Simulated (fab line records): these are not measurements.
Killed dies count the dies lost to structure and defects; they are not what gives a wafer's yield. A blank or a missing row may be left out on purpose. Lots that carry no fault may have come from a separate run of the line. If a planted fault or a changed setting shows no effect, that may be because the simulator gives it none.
Matching of chambers :: flow n5_finfet :: N5_GATE_CUT_DESCUM_18 on rie_diel-03: 4 sister chambers
The step chemistry O2, time 7 s. 4 wafers are shown with their chamber, then 12 later ones without.

## WAFERS WITH THEIR CHAMBER
wafer: L085.5
chamber: 2
drypump_motor_current_A (A): 6.1

wafer: L087.6
chamber: 1
drypump_motor_current_A (A): 6.1

wafer: L090.4
chamber: 3
drypump_motor_current_A (A): 6.3

wafer: L090.6
chamber: 0
drypump_motor_current_A (A): 4.9

## WAFERS WITHOUT THEIR CHAMBER
wafer: L091.2
drypump_motor_current_A (A): 6.3

wafer: L091.5
drypump_motor_current_A (A): 6.3

wafer: L091.6
drypump_motor_current_A (A): 4.9

wafer: L094.3
drypump_motor_current_A (A): 6.3

wafer: L094.5
drypump_motor_current_A (A): 6.1

wafer: L094.6
drypump_motor_current_A (A): 6.0

wafer: L096.1
drypump_motor_current_A (A): 6.0

wafer: L096.2
drypump_motor_current_A (A): 6.3

wafer: L096.5
drypump_motor_current_A (A): 6.3

wafer: L097.3
drypump_motor_current_A (A): 6.3

wafer: L097.4
drypump_motor_current_A (A): 6.3

wafer: L097.5
drypump_motor_current_A (A): 4.9

## CHAMBER TAKEN BY EACH
wafer: L091.2
from the rows above: 3
in truth: 3

wafer: L091.5
from the rows above: 3
in truth: 3

wafer: L091.6
from the rows above: 0
in truth: 0

wafer: L094.3
from the rows above: 3
in truth: 3

wafer: L094.5
from the rows above: can't be placed: 1 or 2
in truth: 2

wafer: L094.6
from the rows above: can't be placed: 1 or 2
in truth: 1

wafer: L096.1
from the rows above: can't be placed: 1 or 2
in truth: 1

wafer: L096.2
from the rows above: 3
in truth: 3

wafer: L096.5
from the rows above: 3
in truth: 3

wafer: L097.3
from the rows above: 3
in truth: 3

wafer: L097.4
from the rows above: 3
in truth: 3

wafer: L097.5
from the rows above: 0
in truth: 0
9 of 12 placed correctly. These rows do not allow placing 3 (true chamber among the candidates in 3). Number placed wrongly: 0.
How it was worked out, from the rows above alone: a wafer's distance from a chamber is the root of the sum, over the readings, of the square of ((its reading less the chamber's mean) divided by the reading's scatter). The wafer belongs to the nearest chamber; if the next one is less than 2 further off, it can't be placed. For every chamber, the mean is computed from those of its wafers that are shown. The scatter (one wafer shown for each chamber): square how far every hidden wafer sits from the nearest shown wafer, average those squares and take the square root.
